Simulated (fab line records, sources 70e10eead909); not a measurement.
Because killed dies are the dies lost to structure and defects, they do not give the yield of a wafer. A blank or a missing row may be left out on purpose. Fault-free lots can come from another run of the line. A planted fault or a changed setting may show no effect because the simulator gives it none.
Commonality check across tools    flow nand harc    Sample size 10 lots and 30 wafers

## REASON FOR OPENING
Flagged at NHARC_A_M1_CD_MEAS_09: reading cd nm, on 2 of 10 lots. Wafers without a fault read 119.7 nm, standard deviation 0.46.
Rule: flag the lot when none of its wafers has a number, or when each of its wafers that has one lies beyond 4 standard deviations from that mean. As for the other lots, they are considered sound.

lot   measured      on         cd nm (nm), wafer by wafer  flag
L312  day 18 02:29  cd sem-02  120.0 120.2 120.4           
L316  day 18 04:07  cd sem-03  119.7 119.9 119.8           
L313  day 18 04:44  cd sem-03  119.5 119.8 119.7           
L315  day 19 00:08  cd sem-01  122.5 122.4 122.7           FLAGGED
L317  day 19 01:13  cd sem-03  119.5 119.1 119.3           
L318  day 19 13:31  cd sem-01  120.1 119.8 120.3           
L321  day 20 11:50  cd sem-03  122.0 121.6 121.9           FLAGGED
L329  day 22 12:52  cd sem-01  120.2 119.8 120.3           
L333  day 22 14:50  cd sem-02  119.0 119.8 119.5           
L327  day 23 01:12  cd sem-02  119.1 118.6 119.1           
The numbers of the flagged lots are 122.2 nm on average: +2.5 nm against the usual, or +5 standard deviations.

## WHICH TOOL RAN EACH LOT
Before the reading, the record contains 3 process steps out of a 1159-step route. Each cell gives the tool, then ch followed by the chambers the sampled wafers passed through, then the start.
lot   flag     NHARC_A_M0_STRIP_18                 NHARC_A_M0_ANNEAL_30              NHARC_A_M1_EXPOSE_06
L312           rie diel-10 ch 2,3, day 17 22:49    rtp anneal-01 ch 0, day 18 00:34  arfi scanner-01 ch 0, day 18 02:20
L316           rie diel-10 ch 2,3, day 18 00:35    rtp anneal-01 ch 0, day 18 01:59  arfi scanner-01 ch 0, day 18 03:58
L313           rie diel-08 ch 0,3, day 18 01:14    rtp anneal-02 ch 0, day 18 02:38  arfi scanner-01 ch 0, day 18 04:35
L315  FLAGGED  rie diel-10 ch 1,2, day 18 20:37    rtp anneal-02 ch 0, day 18 21:55  arfi scanner-01 ch 0, day 19 00:00
L317           rie diel-08 ch 0,2,3, day 18 21:35  rtp anneal-01 ch 0, day 18 22:58  arfi scanner-02 ch 0, day 19 01:05
L318           rie diel-08 ch 0,1,2, day 19 10:09  rtp anneal-01 ch 0, day 19 11:26  arfi scanner-03 ch 0, day 19 13:22
L321  FLAGGED  rie diel-10 ch 1,3, day 20 08:17    rtp anneal-01 ch 0, day 20 09:41  arfi scanner-01 ch 0, day 20 11:42
L329           rie diel-08 ch 2,3, day 22 09:08    rtp anneal-02 ch 0, day 22 10:30  arfi scanner-03 ch 0, day 22 12:43
L333           rie diel-13 ch 1,3, day 22 11:28    rtp anneal-02 ch 0, day 22 12:47  arfi scanner-03 ch 0, day 22 14:41
L327           rie diel-10 ch 1,2,3, day 22 21:40  rtp anneal-02 ch 0, day 22 22:58  arfi scanner-03 ch 0, day 23 01:04
What the steps here do:
- NHARC_A_M0_STRIP_18: strips in N2/H2.
- NHARC_A_M0_ANNEAL_30: time 90 s.
- NHARC_A_M1_EXPOSE_06: exposes mask A M1, target cd 120 nm.
- NHARC_A_M1_CD_MEAS_09: target cd 120 nm.

## FLAGGED AGAINST TOTAL, ONE TOOL AT A TIME (gauges that did the reading follow at the end)
step                   tool             lots run  flagged  share of the flagged lots  sound lots run after its first flagged lot
NHARC_A_M0_STRIP_18    rie diel-08      4         0        none                       -
NHARC_A_M0_STRIP_18    rie diel-10      5         2        all                        1 (L327)
NHARC_A_M0_STRIP_18    rie diel-13      1         0        none                       -
NHARC_A_M0_ANNEAL_30   rtp anneal-01    5         1        some                       0
NHARC_A_M0_ANNEAL_30   rtp anneal-02    5         1        some                       3 (L329,L333,L327)
NHARC_A_M1_EXPOSE_06   arfi scanner-01  5         2        all                        0
NHARC_A_M1_EXPOSE_06   arfi scanner-02  1         0        none                       -
NHARC_A_M1_EXPOSE_06   arfi scanner-03  4         0        none                       -
NHARC_A_M1_CD_MEAS_09  cd sem-01        3         1        some                       2 (L318,L329)
NHARC_A_M1_CD_MEAS_09  cd sem-02        3         0        none                       -
NHARC_A_M1_CD_MEAS_09  cd sem-03        4         1        some                       0

## WHAT THE TABLE ALLOWS
Rows of the table that ran all the flagged lots, 2 in number: rie diel-10 at NHARC_A_M0_STRIP_18; arfi scanner-01 at NHARC_A_M1_EXPOSE_06.
- rie diel-10 at NHARC_A_M0_STRIP_18: 2 of its 5 lots flagged. Sound lots followed the first flagged one (L327) on it, something a lasting fault affecting the whole tool could not allow.
- arfi scanner-01 at NHARC_A_M1_EXPOSE_06: 2 of its 5 lots flagged. Last sound lot L313 at day 18 04:35, first flagged lot L315 at day 19 00:00; a fault beginning in between fits. Its own readings (exposure dose mJ cm2) fall more than 4 standard deviations out on all wafers of the flagged lots.
Left over: one tool, arfi scanner-01 at NHARC_A_M1_EXPOSE_06.

## WHAT WAS PUT IN BY THE SIMULATOR
Process parameter drift: arfi scanner-01, from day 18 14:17 on, at NHARC_A_M1_EXPOSE_06. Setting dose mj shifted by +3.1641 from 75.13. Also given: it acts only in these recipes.
Shown lots that were struck: L315, L321. The rule above found the same.
